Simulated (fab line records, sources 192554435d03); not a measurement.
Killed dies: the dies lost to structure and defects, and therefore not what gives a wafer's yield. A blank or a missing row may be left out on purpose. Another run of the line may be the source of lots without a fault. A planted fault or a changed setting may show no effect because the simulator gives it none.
Which tool did it? | flow n5-finfet | Sampling: 10 lots, 30 wafers, 2 of 1938 route steps

WHAT THE GAUGES SHOWED, per wafer
N5_GATE_CUT_INSPECT_15: inspects for defects (brightfield).
lot  | measured     | on                | raw-defect-count
L075 | day 4 22:22  | defect-inspect-01 | 144 218 180
L077 | day 5 13:48  | defect-inspect-01 | 90 129 86
L079 | day 5 18:30  | defect-inspect-02 | 150 141 274
L082 | day 6 09:38  | defect-inspect-01 | 122 105 101
L086 | day 7 15:35  | defect-inspect-01 | 66 108 81
L088 | day 8 01:31  | defect-inspect-02 | 166 124 177
L090 | day 8 10:04  | defect-inspect-01 | 141 184 120
L092 | day 8 23:59  | defect-inspect-02 | 156 102 140
L095 | day 9 19:44  | defect-inspect-02 | 108 154 225
L097 | day 10 06:13 | defect-inspect-01 | 172 101 136

WHICH TOOL RAN EACH LOT (tool, then ch and the chambers of the sampled wafers, then the start)
lot  | N5_HKMG_FIN_DESCUM_17
L075 | rie-diel-02 ch 1,2,3, day 4 14:08
L077 | rie-diel-06 ch 0,1,2, day 5 05:32
L079 | rie-diel-02 ch 0,1,3, day 5 10:19
L082 | rie-diel-02 ch 2,3, day 6 01:26
L086 | rie-diel-02 ch 1,2,3, day 7 07:24
L088 | rie-diel-06 ch 0,1, day 7 16:59
L090 | rie-diel-02 ch 2,3, day 8 01:43
L092 | rie-diel-05 ch 0,1, day 8 15:40
L095 | rie-diel-02 ch 1,2,3, day 9 11:20
L097 | rie-diel-05 ch 0,1,2, day 9 21:52
- N5_HKMG_FIN_DESCUM_17: chemistry O2, time 7.9 s.

THE ANSWER, worked out from the rows above alone
Rule: usual is defined by the lots themselves. Put in order of their means at a reading, lots are off if they are a third of the lots or fewer, leave a main group of 4 or more, and stand apart from it by a gap of 3 or more times the standard deviation of the main group's means; of several such gaps the widest counts. A main group is skipped when, at the precision printed for the reading in the tables above, its means are all equal. Also off: a lot with no number at a reading for which 4 or more lots have one. All remaining lots with rows at the step are treated as sound.
No lot is off on any of the readings shown, so nothing can be concluded from this.

WHAT THE SIMULATOR HAD PUT IN
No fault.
